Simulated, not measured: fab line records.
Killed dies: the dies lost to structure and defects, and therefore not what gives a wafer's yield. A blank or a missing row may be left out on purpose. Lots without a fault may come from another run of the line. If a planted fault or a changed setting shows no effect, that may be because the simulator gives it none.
fab line records	flow n5_finfet
record lots=7	wafers=21
route steps=1938 shown BEOL_M11@1562 BEOL_M13@1661 BEOL_M14@1742 BEOL_M15@1824 PASSIVATION@1929
start_h: hours from the record's first day to the start of the lot's first wafer shown	wait_h: hours since the lot's step before	" the same as in the row above	L1.1+2: a row that stands for several wafers	- no value present, or no start provided	* or withheld: withheld	< > ~ a bound
route shown NAME@n: a module of which the file shows steps, and the number in the route of the first	usual: mean/standard deviation taken from wafers without a fault	same: alike in all rows	chamber/n: place in a boat	sites: per-site readings	_std_site: how widely they spread, as a standard deviation	_edge_site: mean of outer sites minus mean of inner sites	radius_mm: how far each site lies from the wafer's centre	mask NAME#n: copy n	behind: the tool/chamber that last shaped the wafer	hold: why the lot went on hold/how many hours it stayed there/how the hold came to an end	device: transistor that didn't switch, given as n, p or np	end of line: the tests these same wafers got at the end of their route	a step given without rows: its recipe and nothing more	killed: at the first sort, the dies lost to defects and structure; wafer yield is something else	map: shows each die of a wafer: x if killed, . if not, _ if none is there
set.NAME: the setting as run; set.NAME@STEP: as run at that earlier step	model.NAME: the simulator's own value behind a step, which no gauge read
lots where settings were altered on purpose, with a table for each step and a row for each wafer
## steps
# step N5_BEOL_M11_COAT_22
# recipe resist=CAR-ArF	spin_rpm=1500	resist_thk_nm=90
lot.wafer	tool	chamber	start_h	wait_h	set.spin_rpm	model.CAR-ArF_of_BEOL_M11_COAT_22.thk_nm
L075.1	litho_track-01	0	-	-	1391	94.2
L075.5	"	0	"	"	1391	94
L075.6	"	0	"	"	1500	90.4
L083.2+5+6	litho_track-03	0	-	-	1500	90.4
L086.2	litho_track-02	0	-	-	1578	87.8
L086.3	"	0	"	"	1500	90
L086.4	"	0	"	"	1578	87.6
L087.1	litho_track-02	0	-	-	1666	85.4
L087.4	"	0	"	"	1666	85.6
L087.6	"	0	"	"	1500	90
L090.1	litho_track-03	0	-	-	1500	90.2
L090.4+5	"	0	"	"	1621	86.8
L091.2+6	litho_track-02	0	-	-	1500	90
L091.4	"	0	"	"	1500	90.2
L095.1	litho_track-02	0	-	-	1666	85.8
L095.2	"	0	"	"	1500	90.6
L095.3	"	0	"	"	1500	90.4
# step N5_BEOL_M11_EBR_24
# recipe solvent=PGMEA	ebr_width_mm=1.5
# step N5_BEOL_M11_SOFTBAKE_23
# recipe temp_c=110	time_s=60	resist=CAR-ArF
# step N5_BEOL_M11_EXPOSE_25
# recipe mask_id=V10	na=1.35	source_shape=annular	sigma_inner=0.5	sigma_outer=0.8	polarization=unpolarized	dose_mj=85.5
# step N5_BEOL_M11_PEB_26
# recipe peb_temp_c=withheld	peb_time_s=60	resist=CAR-ArF
# step N5_BEOL_M11_DEVELOP_27
# recipe develop_time_s=30	developer=TMAH	resist=CAR-ArF	rinse_liquid=diw	dry=air_spin	dev_temp_c=23
lot.wafer	tool	chamber	start_h	wait_h	set.spin_rpm@BEOL_M11_COAT_22	model.CAR-ArF_of_BEOL_M11_COAT_22.thk_nm
L075.1	litho_track-01	0	-	-	1391	92.6
L075.5	"	0	"	"	1391	92.2
L075.6	"	0	"	"	1500	88.8
L083.2+5+6	litho_track-03	0	-	-	1500	88.6
L086.2+4	litho_track-01	0	-	-	1578	86
L086.3	"	0	"	"	1500	88.2
L087.1+4	litho_track-01	0	-	-	1666	83.8
L087.6	"	0	"	"	1500	88.2
L090.1	litho_track-01	0	-	-	1500	88.6
L090.4	"	0	"	"	1621	85
L090.5	"	0	"	"	1621	85.2
L091.2	litho_track-01	0	-	-	1500	88.4
L091.4	"	0	"	"	1500	88.6
L091.6	"	0	"	"	1500	88.2
L095.1	litho_track-02	0	-	-	1666	84.2
L095.2+3	"	0	"	"	1500	88.8
# step N5_BEOL_M11_DESCUM_33
# recipe chemistry=O2	time_s=7.9	source_power_w=50	bias_power_w=20	pressure_mtorr=20	rf_frequency_hz=2.712e+07	temp_c=40	resist=CAR-ArF	o2_flow_sccm=225
# step N5_BEOL_M11_ETCH_65
# recipe chemistry=CF4	target=SiARC	target_depth_a=390	mask_material=CAR-ArF	time_s=65	ion_energy_ev=80	pressure_mtorr=40	source_w=545	bias_w=36	Ar_flow_sccm=100	cf4_flow_sccm=100	ends=cleared
# step N5_BEOL_M11_ETCH_66
# recipe chemistry=N2/H2	target=SOC	target_depth_a=1200	overetch_a=240	mask_material=SiARC	temp_c=40	time_s=180	ion_energy_ev=200	pressure_mtorr=30	source_w=840	bias_w=150	n2_flow_sccm=200	h2_flow_sccm=200
lot.wafer	tool	chamber	start_h	wait_h	set.spin_rpm@BEOL_M11_COAT_63	model.etch.depth_nm
L075.1	rie_diel-06	0	247.30	0.0	1655	95.1
L075.5	"	2	"	"	1500	99.74
L075.6	"	3	"	"	1500	100.1
L083.2	rie_diel-03	3	287.67	0.0	1500	100.5
L083.5	"	1	"	"	1500	100.6
L083.6	"	2	"	"	1645	96.02
L086.2	rie_diel-06	0	321.29	0.0	1404	103
L086.3	"	3	"	"	1500	99.57
L086.4	"	2	"	"	1500	99.48
L087.1	rie_diel-06	2	324.61	0.0	1500	99.47
L087.4	"	0	"	"	1500	99.88
L087.6	"	1	"	"	1592	96.94
L090.1+5	rie_diel-03	1,2	335.69	0.0	1500	100
L090.4	"	2	"	"	1571	97.68
L091.2	rie_diel-06	3	350.01	0.0	1500	99.68
L091.4	"	1	"	"	1500	99.64
L091.6	"	3	"	"	1500	100.1
L095.1	rie_diel-06	1	370.15	0.0	1500	99.76
L095.2	"	2	"	"	1410	103.3
L095.3	"	3	"	"	1500	100.1
# step N5_BEOL_M11_STRIP_69
# recipe chemistry=N2/H2	temp_c=40	n2_flow_sccm=200	h2_flow_sccm=200	rf_frequency_hz=6e+07
# step N5_BEOL_M11_VIA_ETCH_34
# recipe chemistry=C4F6/O2	target=SiCOH_lowk	target_depth_a=1845	mask_material=SOC	taper_deg=4	time_s=69.2	ion_energy_ev=250	pressure_mtorr=30	source_w=345	bias_w=185	Ar_flow_sccm=300	C4F6_flow_sccm=10	O2_flow_sccm=10
lot.wafer	tool	chamber	start_h	wait_h	set.spin_rpm@BEOL_M11_COAT_63	model.SOC_of_BEOL_M11_COAT_63.thk_nm
L075.1	rie_diel-06	0	247.42	0.0	1655	87
L075.5	"	2	"	"	1500	91.4
L075.6	"	3	"	"	1500	91.8
L083.2	rie_diel-03	3	287.80	0.0	1500	92.4
L083.5	"	1	"	"	1500	92.6
L083.6	"	2	"	"	1645	88
L086.2	rie_diel-06	0	321.42	0.0	1404	95.2
L086.3+4	"	3,2	"	"	1500	91.4
L087.1	rie_diel-06	2	324.73	0.0	1500	91.4
L087.4	"	0	"	"	1500	92
L087.6	"	1	"	"	1592	88.8
L090.1	rie_diel-03	1	335.82	0.0	1500	92
L090.4	"	2	"	"	1571	90
L090.5	"	2	"	"	1500	92.2
L091.2	rie_diel-06	3	350.13	0.0	1500	91.4
L091.4	"	1	"	"	1500	91.6
L091.6	"	3	"	"	1500	91.8
L095.1	rie_diel-06	1	370.27	0.0	1500	91.8
L095.2	"	2	"	"	1410	95.2
L095.3	"	3	"	"	1500	92
# step N5_BEOL_M13_COAT_58
# recipe resist=BARC	temp_c=205	time_s=60	spin_rpm=1500	resist_thk_nm=89
lot.wafer	tool	chamber	start_h	wait_h	set.spin_rpm	model.BARC_of_BEOL_M13_COAT_58.thk_nm
L075.1	litho_track-03	0	256.33	0.0	1500	89.2
L075.5	"	0	"	"	1355	93.8
L075.6	"	0	"	"	1500	88.8
L083.2+5	litho_track-05	0	299.17	0.0	1500	88.8
L083.6	"	0	"	"	1500	88.6
L086.2	litho_track-02	0	329.85	0.0	1500	89
L086.3	"	0	"	"	1500	88.8
L086.4	"	0	"	"	1554	87.4
L087.1	litho_track-02	0	334.89	0.0	1360	93.2
L087.4	"	0	"	"	1360	93
L087.6	"	0	"	"	1500	88.4
L090.1	litho_track-05	0	343.03	0.0	1500	89.4
L090.4+5	"	0	"	"	1500	89.2
L091.2+4	litho_track-03	0	357.60	0.0	1500	89.2
L091.6	"	0	"	"	1500	89.4
L095.1	litho_track-02	0	378.62	0.0	1500	89
L095.2	"	0	"	"	1500	88.8
L095.3	"	0	"	"	1456	90.2
# step N5_BEOL_M13_COAT_04
# recipe spin_rpm=1625	resist_thk_nm=400
# step N5_BEOL_M13_EBR_06
# recipe solvent=PGMEA	ebr_width_mm=1.5
# step N5_BEOL_M13_DESCUM_15
# recipe chemistry=O2	time_s=7.9	source_power_w=50	bias_power_w=20	pressure_mtorr=20	rf_frequency_hz=2.712e+07	temp_c=40	o2_flow_sccm=225
# step N5_BEOL_M13_ETCH_59
# recipe chemistry=N2/H2	target=BARC	target_depth_a=890	overetch_a=267	time_s=67.9	ion_energy_ev=200	pressure_mtorr=30	source_w=840	bias_w=150	n2_flow_sccm=200	h2_flow_sccm=200
lot.wafer	tool	chamber	start_h	wait_h	set.spin_rpm@BEOL_M13_COAT_58	model.etch.depth_nm
L075.1	rie_diel-03	3	257.03	0.0	1500	89.14
L075.5	"	0	"	"	1355	93.82
L075.6	"	1	"	"	1500	88.83
L083.2	rie_diel-06	1	299.69	0.0	1500	88.84
L083.5	"	3	"	"	1500	88.85
L083.6	"	2	"	"	1500	88.64
L086.2	rie_diel-06	0	330.37	0.0	1500	89.08
L086.3	"	1	"	"	1500	88.7
L086.4	"	0	"	"	1554	87.32
L087.1	rie_diel-03	0	335.28	0.0	1360	93.17
L087.4	"	1	"	"	1360	92.99
L087.6	"	3	"	"	1500	88.39
L090.1	rie_diel-05	3	343.42	0.0	1500	89.41
L090.4	"	1	"	"	1500	89.16
L090.5	"	3	"	"	1500	89.22
L091.2	rie_diel-03	1	358.12	0.0	1500	89.16
L091.4	"	3	"	"	1500	89.19
L091.6	"	0	"	"	1500	89.3
L095.1	rie_diel-06	2	379.26	0.0	1500	88.9
L095.2	"	0	"	"	1500	88.85
L095.3	"	3	"	"	1456	90.1
# step N5_BEOL_M13_VIA_ETCH_16
# recipe chemistry=C4F8/O2/Ar	target=SiOC	pressure_mtorr=30	source_w=3000	bias_w=700	Ar_flow_sccm=400	C4F8_flow_sccm=15	O2_flow_sccm=8	he_inner_torr=15	he_outer_torr=30	target_depth_a=9217	time_s=withheld	ion_energy_ev=250	ends=cleared
# step N5_BEOL_M13_STRIP_63
# recipe chemistry=N2/H2	power_w=1000	temp_c=250	h2_frac=0.65	overash_fraction=0.3	pressure_mtorr=1000	n2_flow_sccm=1750	h2_flow_sccm=3250
# step N5_BEOL_M13_STRIP_64
# recipe chemistry=N2/H2	power_w=1000	temp_c=250	h2_frac=0.65	overash_fraction=0.3	pressure_mtorr=withheld	n2_flow_sccm=1750	h2_flow_sccm=3250
# usual strip_time_to_endpoint_s=31.32/0.066
lot.wafer	tool	chamber	start_h	wait_h	set.spin_rpm@BEOL_M13_COAT_58	strip_time_to_endpoint_s
L075.1	plasma_asher-01	1	257.38	0.0	1500	31.35
L075.5	"	0	"	"	1355	32.68
L075.6	"	1	"	"	1500	31.26
L083.2	plasma_asher-01	0	300.03	0.0	1500	31.25
L083.5	"	0	"	"	1500	31.28
L083.6	"	1	"	"	1500	31.21
L086.2	plasma_asher-01	0	330.72	0.0	1500	31.33
L086.3	"	1	"	"	1500	31.23
L086.4	"	0	"	"	1554	30.84
L087.1	plasma_asher-02	0	335.63	0.0	1360	32.50
L087.4	"	1	"	"	1360	32.47
L087.6	"	1	"	"	1500	31.13
L090.1	plasma_asher-02	0	343.83	0.0	1500	31.42
L090.4	"	1	"	"	1500	31.36
L090.5	"	0	"	"	1500	31.37
L091.2	plasma_asher-01	1	358.47	0.0	1500	31.36
L091.4	"	0	"	"	1500	31.37
L091.6	"	1	"	"	1500	31.40
L095.1	plasma_asher-01	0	379.61	0.0	1500	31.28
L095.2	"	1	"	"	1500	31.28
L095.3	"	1	"	"	1456	31.64
# step N5_BEOL_M14_EXPOSE_25
# recipe mask_id=M14	na=0.8	source_shape=annular	sigma_inner=0.5	sigma_outer=0.8	polarization=unpolarized	target_cd_nm=280	dose_mj=26.6
lot.wafer	tool	chamber	start_h	wait_h	mask	set.dose_mj
L075.1+6	krf_scanner-02	0	264.45	-	M14#0	24.78
L075.5	"	0	"	"	M14#0	26.6
L083.2+5+6	krf_scanner-01	0	306.34	-	M14#0	26.6
L086.2+4	krf_scanner-01	0	336.28	-	M14#0	26.6
L086.3	"	0	"	"	M14#0	27.25
L087.1+4+6	krf_scanner-01	0	340.65	-	M14#0	26.6
L090.1+4+5	krf_scanner-02	0	349.90	-	M14#0	26.6
L091.2+4+6	krf_scanner-01	0	363.00	-	M14#0	26.6
L095.1+2+3	krf_scanner-02	0	386.18	-	M14#0	26.6
# step N5_BEOL_M14_DEVELOP_27
# recipe develop_time_s=45	rinse_liquid=diw	dry=air_spin	dev_temp_c=21
lot.wafer	tool	chamber	start_h	wait_h	set.develop_time_s
L075.1	litho_track-01	0	-	-	54.09
L075.5+6	"	0	"	"	45
L083.2+5+6	litho_track-04	0	-	-	45
L086.2+3+4	litho_track-01	0	-	-	45
L087.1+4+6	litho_track-03	0	-	-	49.33
L090.1+5	litho_track-04	0	-	-	37.1
L090.4	"	0	"	"	45
L091.2+4+6	litho_track-01	0	-	-	45
L095.1	litho_track-04	0	-	-	45
L095.2+3	"	0	"	"	49.77
# step N5_BEOL_M14_HARDBAKE_32
# recipe temp_c=130	time_s=120
# step N5_BEOL_M14_CD_MEAS_28
# recipe target_cd_nm=284.4	landing_energy_ev=500	detector=se_inlens
# usual cd_nm=284.4/1.2
lot.wafer	tool	chamber	start_h	wait_h	set.dose_mj@BEOL_M14_EXPOSE_25	cd_nm
L075.1	cd_sem-03	0	264.62	-	24.78	272.3
L075.5	"	0	"	"	26.6	282.4
L075.6	"	0	"	"	24.78	271.5
L083.2	cd_sem-03	0	306.51	-	26.6	283.1
L083.5	"	0	"	"	26.6	283.7
L083.6	"	0	"	"	26.6	283.7
L086.2	cd_sem-03	0	336.45	-	26.6	284.5
L086.3	"	0	"	"	27.25	286.3
L086.4	"	0	"	"	26.6	284.3
L087.1	cd_sem-02	0	340.82	-	26.6	285.9
L087.4	"	0	"	"	26.6	285.4
L087.6	"	0	"	"	26.6	284.5
L090.1	cd_sem-01	0	350.07	-	26.6	286.3
L090.4	"	0	"	"	26.6	285.2
L090.5	"	0	"	"	26.6	286.5
L091.2	cd_sem-02	0	363.17	-	26.6	283.8
L091.4	"	0	"	"	26.6	285.0
L091.6	"	0	"	"	26.6	285.7
L095.1	cd_sem-01	0	386.35	-	26.6	283.9
L095.2	"	0	"	"	26.6	285.5
L095.3	"	0	"	"	26.6	284.9
# step N5_BEOL_M14_DESCUM_33
# recipe chemistry=O2	time_s=7.9	source_power_w=50	bias_power_w=20	pressure_mtorr=20	rf_frequency_hz=2.712e+07	temp_c=40	o2_flow_sccm=225
lot.wafer	tool	chamber	start_h	wait_h	set.dose_mj@BEOL_M14_EXPOSE_25	model.BEOL_M14.cd_nm
L075.1	rie_diel-04	2	264.71	0.0	24.78	272.6
L075.5	"	3	"	"	26.6	282.6
L075.6	"	0	"	"	24.78	271.8
L083.2	rie_diel-04	0	306.83	0.3	26.6	283
L083.5	"	0	"	"	26.6	283.6
L083.6	"	1	"	"	26.6	283.4
L086.2	rie_diel-01	0	336.54	0.0	26.6	284
L086.3	"	1	"	"	27.25	286.4
L086.4	"	3	"	"	26.6	284.2
L087.1	rie_diel-02	0	341.09	0.2	26.6	286
L087.4	"	3	"	"	26.6	285.6
L087.6	"	2	"	"	26.6	284.4
L090.1	rie_diel-02	3	350.16	0.0	26.6	286.2
L090.4	"	1	"	"	26.6	285.4
L090.5	"	2	"	"	26.6	286.4
L091.2	rie_diel-01	2	363.25	0.0	26.6	283.6
L091.4	"	0	"	"	26.6	284.6
L091.6	"	1	"	"	26.6	285.4
L095.1	rie_diel-01	0	386.44	0.0	26.6	283.6
L095.2	"	2	"	"	26.6	285.4
L095.3	"	1	"	"	26.6	285
# step N5_BEOL_M14_ETCH_67
# recipe chemistry=CF4	target=SiARC	target_depth_a=1430	time_s=238.3	ion_energy_ev=80	pressure_mtorr=40	source_w=545	bias_w=36	Ar_flow_sccm=100	cf4_flow_sccm=100	ends=cleared
lot.wafer	tool	chamber	start_h	wait_h	set.dose_mj@BEOL_M14_EXPOSE_25	model.BEOL_M14.cd_nm
L075.1	rie_diel-04	2	264.74	0.0	24.78	268
L075.5	"	3	"	"	26.6	278.2
L075.6	"	0	"	"	24.78	267
L083.2	rie_diel-04	0	306.87	0.0	26.6	279
L083.5	"	0	"	"	26.6	279.4
L083.6	"	1	"	"	26.6	279.2
L086.2+4	rie_diel-01	0,3	336.57	0.0	26.6	279.2
L086.3	"	1	"	"	27.25	281.6
L087.1	rie_diel-02	0	341.13	0.0	26.6	281.8
L087.4	"	3	"	"	26.6	280.8
L087.6	"	2	"	"	26.6	279.8
L090.1	rie_diel-02	3	350.20	0.0	26.6	281.6
L090.4	"	1	"	"	26.6	281
L090.5	"	2	"	"	26.6	282.2
L091.2	rie_diel-01	2	363.29	0.0	26.6	279.4
L091.4	"	0	"	"	26.6	280.2
L091.6	"	1	"	"	26.6	280.6
L095.1	rie_diel-01	0	386.47	0.0	26.6	278.8
L095.2	"	2	"	"	26.6	280.8
L095.3	"	1	"	"	26.6	280.4
# step N5_BEOL_M14_ETCH_68
# recipe chemistry=N2/H2	target=SOC	mask_material=SiARC	source_w=3000	bias_w=350	temp_c=40	time_s=450	ion_energy_ev=200	pressure_mtorr=30	n2_flow_sccm=200	h2_flow_sccm=200
lot.wafer	tool	chamber	start_h	wait_h	set.dose_mj@BEOL_M14_EXPOSE_25	model.BEOL_M14.cd_nm
L075.1	rie_diel-04	2	264.89	0.1	24.78	267.6
L075.5	"	3	"	"	26.6	278.4
L075.6	"	0	"	"	24.78	266.4
L083.2	rie_diel-04	0	307.01	0.1	26.6	279.2
L083.5	"	0	"	"	26.6	280
L083.6	"	1	"	"	26.6	281.6
L086.2	rie_diel-01	0	336.72	0.1	26.6	279
L086.3	"	1	"	"	27.25	282.8
L086.4	"	3	"	"	26.6	278.8
L087.1	rie_diel-02	0	341.27	0.1	26.6	281.4
L087.4	"	3	"	"	26.6	279.4
L087.6	"	2	"	"	26.6	277.8
L090.1	rie_diel-02	3	350.34	0.1	26.6	280.4
L090.4	"	1	"	"	26.6	279
L090.5	"	2	"	"	26.6	281
L091.2	rie_diel-01	2	363.43	0.1	26.6	279.2
L091.4	"	0	"	"	26.6	279.4
L091.6	"	1	"	"	26.6	281.2
L095.1	rie_diel-01	0	386.62	0.1	26.6	278.2
L095.2	"	2	"	"	26.6	279.8
L095.3	"	1	"	"	26.6	280.4
# step N5_BEOL_M14_STRIP_69
# recipe chemistry=N2/H2	temp_c=40	n2_flow_sccm=200	h2_flow_sccm=200	rf_frequency_hz=6e+07
# step N5_BEOL_M14_TRENCH_ETCH_34
# recipe chemistry=C4F8/O2/Ar	target=SiO2	target_depth_a=5566.5	mask_material=SOC	he_inner_torr=15	he_outer_torr=30	time_s=126.9	ion_energy_ev=800	pressure_mtorr=20	source_w=1905	bias_w=2040	Ar_flow_sccm=400	C4F8_flow_sccm=16	O2_flow_sccm=12
lot.wafer	tool	chamber	start_h	wait_h	set.dose_mj@BEOL_M14_EXPOSE_25	model.BEOL_M14.cd_nm
L075.1	rie_diel-04	2	265.16	0.0	24.78	267.8
L075.5	"	3	"	"	26.6	278.4
L075.6	"	0	"	"	24.78	266.6
L083.2	rie_diel-04	0	307.29	0.0	26.6	279.6
L083.5	"	0	"	"	26.6	280.4
L083.6	"	1	"	"	26.6	281.6
L086.2	rie_diel-01	0	336.99	0.0	26.6	278.8
L086.3	"	1	"	"	27.25	282.6
L086.4	"	3	"	"	26.6	278.4
L087.1	rie_diel-02	0	341.55	0.0	26.6	281.4
L087.4	"	3	"	"	26.6	279.2
L087.6	"	2	"	"	26.6	277.8
L090.1	rie_diel-02	3	350.62	0.0	26.6	280.2
L090.4	"	1	"	"	26.6	278.8
L090.5	"	2	"	"	26.6	280.8
L091.2+4	rie_diel-01	2,0	363.71	0.0	26.6	279.2
L091.6	"	1	"	"	26.6	281.2
L095.1	rie_diel-01	0	386.89	0.0	26.6	278.4
L095.2	"	2	"	"	26.6	280
L095.3	"	1	"	"	26.6	280.6
# step N5_BEOL_M15_CMP_49
# recipe stop_on=SiO2	t_overpolish_s=4.9	down_force_psi=2	platen_rpm=80	clearing_platen_down_force_psi=2	clearing_platen_rpm=80	post_cmp_clean=cu_alkaline	target_thk_nm=850	clearing_platen_pad_velocity_m_s=1.5917	pad_velocity_m_s=1.5917
# usual barrier_field_endpoint_s=11.44/0.29
lot.wafer	tool	chamber	start_h	wait_h	set.down_force_psi	barrier_field_endpoint_s
L075.1	cmp-03	1	274.98	0.3	2	11.64
L075.6	"	1	"	"	2.173	10.67
L075.5	"	2	"	"	2.173	10.88
L083.2	cmp-02	0	315.03	0.2	2	11.06
L083.6	"	0	"	"	2	10.90
L083.5	"	1	"	"	2	11.20
L086.2	cmp-03	2	343.14	0.2	1.66	14.58
L086.3	"	3	"	"	1.66	14.01
L086.4	"	0	"	"	1.66	14.47
L087.1	cmp-01	0	353.43	0.3	2	11.41
L087.4	"	2	"	"	2.28	9.74
L087.6	"	1	"	"	2.28	10.06
L090.1	cmp-02	1	361.40	0.3	2	11.65
L090.4	"	2	"	"	2	11.37
L090.5	"	1	"	"	2	11.77
L091.2	cmp-02	2	373.79	0.2	2	11.20
L091.4	"	1	"	"	2	11.65
L091.6	"	3	"	"	2	11.40
L095.2	cmp-03	2	393.80	0.2	2	11.34
L095.1	"	3	"	"	2	11.15
L095.3	"	1	"	"	2	11.21
# step N5_PASSIVATION_PASS_ETCH_47
# recipe chemistry=CF4/O2	target=SiNx	target_depth_a=7700	time_s=385	ion_energy_ev=100	pressure_mtorr=40	source_w=535	bias_w=49	Ar_flow_sccm=100	cf4_flow_sccm=100	O2_flow_sccm=10
# usual rf_vpp_V=241/3.4
lot.wafer	tool	chamber	start_h	wait_h	set.source_w	rf_vpp_V	model.etch.depth_nm
L075.1	rie_diel-01	0	285.22	0.0	535	247	778.8
L075.5	"	2	"	"	535	245	773
L075.6	"	0	"	"	535	248	776.2
L083.2	rie_diel-01	3	325.22	0.0	535	237	767
L083.5	"	1	"	"	443.9	268	653.6
L083.6	"	0	"	"	535	247	774.3
L086.2	rie_diel-02	3	354.91	0.0	460.5	261	653.3
L086.3	"	0	"	"	460.5	261	689.8
L086.4	"	1	"	"	535	240	751.8
L087.1	rie_diel-04	3	368.95	0.0	478.8	254	702.3
L087.4	"	0	"	"	535	240	767.9
L087.6	"	1	"	"	535	235	772.3
L090.1	rie_diel-01	3	373.47	0.0	535	239	776.2
L090.4	"	2	"	"	535	242	775.4
L090.5	"	2	"	"	535	244	768.9
L091.2	rie_diel-01	1	385.19	0.0	535	240	780.3
L091.4	"	0	"	"	535	247	772.2
L091.6	"	1	"	"	535	242	777.2
L095.1	rie_diel-01	1	407.34	0.0	535	241	761.3
L095.2	"	3	"	"	535	237	763.7
L095.3	"	0	"	"	535	248	768.2
## key
split step=N5_BEOL_M11_COAT_22	setting=spin_rpm	stated=1500	by=wafer
response step=N5_BEOL_M11_COAT_22	reading=model.CAR-ArF_of_BEOL_M11_COAT_22.thk_nm	change=-0.431	per=1%	r=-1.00
response step=N5_BEOL_M11_DEVELOP_27	reading=model.CAR-ArF_of_BEOL_M11_COAT_22.thk_nm	change=-0.424	per=1%	r=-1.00
split step=N5_BEOL_M13_COAT_58	setting=spin_rpm	stated=1500	by=wafer
response step=N5_BEOL_M13_COAT_58	reading=model.BARC_of_BEOL_M13_COAT_58.thk_nm	change=-0.492	per=1%	r=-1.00
response step=N5_BEOL_M13_ETCH_59	reading=model.etch.depth_nm	change=-0.493	per=1%	r=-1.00
response step=N5_BEOL_M13_STRIP_64	reading=strip_time_to_endpoint_s	change=*	per=1%	r=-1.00
split step=N5_BEOL_M14_EXPOSE_25	setting=dose_mj	stated=26.6	by=wafer
response step=N5_BEOL_M14_CD_MEAS_28	reading=cd_nm	change=+1.44	per=1%	r=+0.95
response step=N5_BEOL_M14_DESCUM_33	reading=model.BEOL_M14.cd_nm	change=+1.45	per=1%	r=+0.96
response step=N5_BEOL_M14_ETCH_67	reading=model.BEOL_M14.cd_nm	change=+1.5	per=1%	r=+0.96
response step=N5_BEOL_M14_ETCH_68	reading=model.BEOL_M14.cd_nm	change=+1.66	per=1%	r=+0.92
response step=N5_BEOL_M14_TRENCH_ETCH_34	reading=model.BEOL_M14.cd_nm	change=+1.64	per=1%	r=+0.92
split step=N5_BEOL_M14_DEVELOP_27	setting=develop_time_s	stated=45	by=wafer
response none clear
split step=N5_BEOL_M15_CMP_49	setting=down_force_psi	stated=2	by=wafer
response step=N5_BEOL_M15_CMP_49	reading=barrier_field_endpoint_s	change=-0.106	per=1%	r=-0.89
split step=N5_PASSIVATION_PASS_ETCH_47	setting=source_w	stated=535	by=wafer
response step=N5_PASSIVATION_PASS_ETCH_47	reading=rf_vpp_V	change=-1.51	per=1%	r=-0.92
response step=N5_PASSIVATION_PASS_ETCH_47	reading=model.etch.depth_nm	change=+6.43	per=1%	r=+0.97
split outside_this_file step=N5_BEOL_M11_COAT_63 setting=spin_rpm
# split outside_this_file: this setting was split too, and the file shows its column; the key of that split is in another file
